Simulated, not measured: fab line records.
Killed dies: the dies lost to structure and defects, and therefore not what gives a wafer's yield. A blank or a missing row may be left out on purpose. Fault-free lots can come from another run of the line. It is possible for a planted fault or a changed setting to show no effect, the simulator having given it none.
Comparing a struck lot with a sound one / flow n5 finfet / 39 steps out of a route of 1938
Sound: these wafers, L994.3, L994.5, L994.6. Wafers struck: L989.1, L989.4, L989.5. The cause comes at the end.
For every step that has rows: the tool of each side, followed by ch and its chambers, followed by its first start. Under that, the readings that differ: sound wafers / struck wafers / difference of the means / sigmas: that difference in standard deviations of wafers without a fault.
alike: words and numbers the same on both sides, and readings whose means are apart by under 2 such deviations; not compared: readings that were withheld, readings missing a value for some wafer, numbers with overlapping values and no deviation given by the record, and bounds like >300 which may hide the same value.
Wherever a step has rows on one side only, a row that says differs or no value, or a row with sigmas, the two part there. Numbers that have no deviation but don't overlap get no sigmas and don't part them. A reading that every wafer of one side lacks parts them only if that side has two wafers or more.

first, 9 steps without rows for these wafers: N5_PMOS_HMC_CHANNEL_EPI_PRECLEAN_40 (cleans in DHF, time 30 s); N5_PMOS_HMC_CHANNEL_EPI_PRECLEAN_37 (cleans in O3/DIW, time 45 s); N5_PMOS_HMC_CHANNEL_EPI_PRECLEAN_24 (cleans in DHF, time 30 s); N5_PMOS_HMC_CHANNEL_EPI_SRD_25 (time 30 s); N5_PMOS_HMC_CHANNEL_EPI_EPI_26 (deposits Si from SiH4/H2, target thk 3.8 nm, time 22.7 s); N5_FIN_SAQP_PRECLEAN_42 (cleans in O3/DIW, time 60 s); N5_FIN_SAQP_PRECLEAN_00 (cleans in SC1, time 60 s); N5_FIN_SAQP_PRECLEAN_44 (cleans in SC2, time 45 s); N5_FIN_SAQP_SRD_01 (time 30 s).
N5_FIN_SAQP_ALD_61: deposits SiO2, target thk 4 nm, pulse time 1 s, purge time 2 s.
  sound on ald sin-04 ch 2,3, day 7 11:03; struck on ald sin-02 ch 0,2, day 6 03:05
  no value came back on the struck wafers for ald cycles, chamber pressure Torr (Torr), heater power w (W), precursor pulse height rel; on the sound wafers ald cycles reads 43 43 43
then, 24 steps without rows for these wafers: N5_FIN_SAQP_DENSIFY_62 (time 60 s); N5_FIN_SAQP_HM_DEP_03 (deposits SiNx from SiH4/NH3/N2, target thk 38 nm, time 33.6 s); N5_FIN_SAQP_PECVD_47 (deposits a-Si from SiH4/He, target thk 45 nm, time 36.3 s); N5_FIN_SAQP_PECVD_48 (deposits SiNx from SiH4/NH3/N2, target thk 25 nm, time 22.1 s); N5_FIN_SAQP_PECVD_06 (deposits a-Si from SiH4/He, target thk 60 nm, time 48.1 s); N5_FIN_SAQP_HM_DEP_72 (deposits SiO2 from SiH4/N2O, target thk 12 nm, time 7.2 s); N5_FIN_SAQP_COAT_49 (time 60 s, resist thk 100 nm); N5_FIN_SAQP_COAT_50 (time 60 s, resist thk 35 nm); N5_FIN_SAQP_COAT_10 (resist thk 90 nm); N5_FIN_SAQP_EBR_12; N5_FIN_SAQP_SOFTBAKE_11 (time 60 s); N5_FIN_SAQP_EXPOSE_13 (exposes mask FIN CORE, target cd 35.6 nm); N5_FIN_SAQP_PEB_14 (peb time 60 s); N5_FIN_SAQP_DEVELOP_15 (develop time 30 s); N5_FIN_SAQP_DESCUM_21 (chemistry O2, time 7.9 s); N5_FIN_SAQP_ETCH_51 (etches SiARC in CF4, target depth 45.5 nm, time 75.8 s); N5_FIN_SAQP_ETCH_52 (etches SOC in N2/H2, target depth 100 nm, overetch 20 nm, time 150 s); N5_FIN_SAQP_STRIP_53 (strips in N2/H2); N5_FIN_SAQP_HM_OPEN_73 (chemistry CHF3/O2, target SiO2, stops on a-Si, target depth 12 nm, time 16.8 s); N5_FIN_SAQP_STRIP_74 (strips in CHF3/O2); N5_FIN_SAQP_MANDREL_ETCH_22 (etches a-Si in HBr/Cl2, stops on SiNx, target depth 60 nm, bt time 10 s, time 30 s); N5_FIN_SAQP_STRIP_55 (strips in N2/H2); N5_FIN_SAQP_STRIP_23 (strips in SPM, time 750 s); N5_FIN_SAQP_SRD_66 (time 30 s).
N5_FIN_SAQP_ETCH_34: etches SiO2 in C4F6/O2, target depth 45 nm, time 15 s.
  sound on rie diel-03 ch 1,2, day 7 18:01; struck on rie diel-06 ch 1,3, day 6 09:34
reading=etch rf on time s (s); sound=15.03 14.95 14.64; struck=5.99 5.99 6.00; difference=-8.88; sigmas=-49
reading=oes product au (a.u.); sound=0.64 0.64 0.84; struck=0.35 0.26 0.25; difference=-0.42; sigmas=-7
reading=throttle valve pct (%); sound=21.34 21.34 21.29; struck=20.46 20.85 20.85; difference=-0.60; sigmas=-2
reading=model.SiNx_of_FIN_SAQP_HM_DEP_03.thk nm (nm); sound=34.4 35.2 35; struck=36.2 36.6 36.6; difference=+1.6; sigmas=
  alike: drypump motor current A, rf vpp V, showerhead plenum p Torr
  not compared: rf hours counter h
N5_FIN_SAQP_HM_CD_35: target cd 8 nm.
  struck on cd sem-01, day 6 09:43; sound on cd sem-01, day 7 18:10
reading=cd nm (nm); sound=7.98 8.20 8.23; struck=- - -; difference=no value on the struck wafers; sigmas=
N5_FIN_SAQP_FIN_ETCH_36: etches the open film in HBr/Cl2/O2, target depth 120 nm, time 50.4 s.
  sound on rie si-06 ch 0,3, day 7 18:13; struck on rie si-03 ch 0,1, day 6 09:47
reading=model.SiNx_of_FIN_SAQP_HM_DEP_03.thk nm (nm); sound=21.2 22 21.8; struck=23 23.6 23.6; difference=+2; sigmas=
  alike: drypump motor current A, mfc cl2 sccm, oes product au, throttle valve pct
  not compared: rf hours counter h
N5_BEOL_M4_RC_MEAS_101:
  the record has rows for the sound wafers here (prober-02 ch 0, day 14 04:46) and none for the struck ones
-- record jumps: 11 days separate the struck wafers' starts on either side; left off in module BEOL_M4, taken up again in module PASSIVATION, whose first shown step is the route's number 1936 --
N5_PASSIVATION_PROBE_49:
  struck on prober-02, day 17 01:13; sound on prober-02, day 18 17:52
reading=defect limited yield (%); sound=92.7 93.0 93.1; struck=0 0 0; difference=-93; sigmas=-62
reading=killed_at_M0_to_M3; sound=32 34 29; struck=10 9 12; difference=-21; sigmas=-2
reading=killed at front end; sound=35 26 28; struck=1158 1161 1164; difference=+1131; sigmas=+81
reading=killed dies; sound=86 83 81; struck=1180 1180 1180; difference=+1097; sigmas=+65
reading=killed on rim; sound=12 8 14; struck=152 152 152; difference=+141; sigmas=+34
reading=killed open; sound=62 49 55; struck=18 19 11; difference=-39; sigmas=-3
reading=killed short; sound=23 33 25; struck=9 8 12; difference=-17; sigmas=-2
reading=sort_bin_5_function (%); sound=4.5 4.4 3.4; struck=74.7 73.3 76.0; difference=+70.6; sigmas=+73
reading=sort n pass; sound=1094 1097 1099; struck=0 0 0; difference=-1097; sigmas=-65
reading=sort yield pct (%); sound=92.7 93.0 93.1; struck=0 0 0; difference=-93; sigmas=-62
  alike: killed_at_M4_up, killed at contacts, killed at other, sort_bin_6_memory

== WHERE THEY PART ==
Last at N5_PASSIVATION_PROBE_49 as far as this record goes, first at N5_FIN_SAQP_ALD_61.

WHY: whatever the simulator had introduced
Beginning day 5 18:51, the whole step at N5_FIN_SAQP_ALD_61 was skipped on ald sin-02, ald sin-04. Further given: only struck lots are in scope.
